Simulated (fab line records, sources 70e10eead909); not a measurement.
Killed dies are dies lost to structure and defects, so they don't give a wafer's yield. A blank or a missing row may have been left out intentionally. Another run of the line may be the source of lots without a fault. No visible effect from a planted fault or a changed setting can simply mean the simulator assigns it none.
Comparing a struck lot with a sound one / flow nand-harc / 14 out of 1302 route steps
Sound: these wafers, L541.3, L541.4, L541.6. Wafers struck: L553.2, L553.4, L553.5. At the end, the cause is stated.
For every step that has rows: the tool of each side, followed by ch and its chambers, followed by its first start. Under that, the readings that differ: sound wafers / struck wafers / difference of the means / sigmas: that difference in standard deviations of wafers without a fault.
alike: readings with means less than 2 such deviations apart, plus words and numbers identical on both sides. not compared: withheld readings, readings lacking a value on some wafer, bounds such as >300 that could conceal the same value, and numbers that have no deviation in the record and whose values overlap.
Wherever a step has rows on one side only, a row that says differs or no value, or a row with sigmas, the two part there. Non-overlapping numbers with no deviation appear without sigmas and do not part them. A reading missing from all wafers of one side parts the sides only when that side holds two or more wafers.

first, 6 steps without rows for these wafers: NHARC_A_STAIRCASE_EBR_213; NHARC_A_STAIRCASE_EXPOSE_214 (exposes mask STAIR 3); NHARC_A_STAIRCASE_PEB_215 (peb time 130 s); NHARC_A_STAIRCASE_DEVELOP_216 (time 140 s); NHARC_A_STAIRCASE_HARDBAKE_218 (time 140 s); NHARC_A_STAIRCASE_DESCUM_219 (chemistry O2, time 3 s).
NHARC_A_STAIRCASE_TRIM_220: chemistry O2, time 211.2 s.
  sound on rie-diel-05 ch 1,2,3, day 16 10:50; struck on rie-diel-13 ch 1,2, day 21 14:19
  alike: drypump-motor-current-A, oes-product-au, rf-vpp-V, showerhead-plenum-p-Torr, throttle-valve-pct
  not compared: rf-hours-counter-h
NHARC_A_STAIRCASE_ETCH_221: etches the open film in C4F8/O2, target depth 100 nm, time 40.5 s.
  sound: rie-diel-05 ch 0,2,3; struck: rie-diel-13 ch 0,1,3
  alike: oes-product-au, rf-vpp-V
  not compared: rf-hours-counter-h
NHARC_A_STAIRCASE_TRIM_222: chemistry O2, time 211.2 s.
  sound: rie-diel-05 ch 1,2,3; struck: rie-diel-13 ch 1,2,3
  alike: drypump-motor-current-A, oes-product-au, rf-vpp-V, showerhead-plenum-p-Torr, throttle-valve-pct
  not compared: rf-hours-counter-h
then, 1 step without rows for these wafers: NHARC_A_STAIRCASE_ETCH_223 (etches the open film in C4F8/O2, target depth 100 nm, time 40.5 s).
NHARC_A_STAIRCASE_TRIM_224: chemistry O2, time 211.2 s.
  sound: rie-diel-05 ch 0,3; struck: rie-diel-13 ch 0,1
reading=showerhead-plenum-p-Torr (Torr); sound=3.78 3.63 3.78; struck=3.40 3.31 3.40; difference=-0.36; sigmas=-2
  alike: drypump-motor-current-A, oes-product-au, rf-vpp-V, throttle-valve-pct
  not compared: rf-hours-counter-h
NHARC_A_STAIRCASE_ETCH_225: etches the open film in C4F8/O2, target depth 100 nm, time 40.5 s.
  sound on rie-diel-05 ch 0,2, day 16 11:29; struck on rie-diel-13 ch 0,2, day 21 14:56
reading=oes-product-au (a.u.); sound=0.936 0.939 0.940; struck=1.252 1.260 1.248; difference=+0.315; sigmas=+32
  alike: rf-vpp-V
  not compared: rf-hours-counter-h
NHARC_A_STAIRCASE_TRIM_226: chemistry O2, time 211.2 s.
  sound: rie-diel-05 ch 0,2; struck: rie-diel-13 ch 1,2,3
  alike: drypump-motor-current-A, oes-product-au, rf-vpp-V, showerhead-plenum-p-Torr, throttle-valve-pct
  not compared: rf-hours-counter-h
-- break in the record here, with 8 days between the starts of the struck wafers on either side (left off in module A_STAIRCASE, picked up again in module END, where the first step shown is number 1302 on the route) --
NHARC_END_SORT_01:
  sound on prober-02 ch 0, day 24 20:05; struck on prober-02 ch 0, day 29 21:49
reading=hold; sound=- - -; struck=await-dispo/6.6h/scrap await-dispo/6.6h/scrap await-dispo/6.6h/scrap; difference=no value on the sound wafers; sigmas=
reading=killed-at-array; sound=67 55 56; struck=671 675 670; difference=+613; sigmas=+26
reading=killed-at-periphery; sound=12 9 9; struck=5 2 5; difference=-6; sigmas=-2
reading=killed-dies; sound=80 65 67; struck=677 677 677; difference=+606; sigmas=+25
  alike: killed-at-other, killed-open, killed-short

WHERE THEY PART
First at NHARC_A_STAIRCASE_TRIM_224; last, within this record, at NHARC_END_SORT_01.

WHY: the cause the simulator had injected
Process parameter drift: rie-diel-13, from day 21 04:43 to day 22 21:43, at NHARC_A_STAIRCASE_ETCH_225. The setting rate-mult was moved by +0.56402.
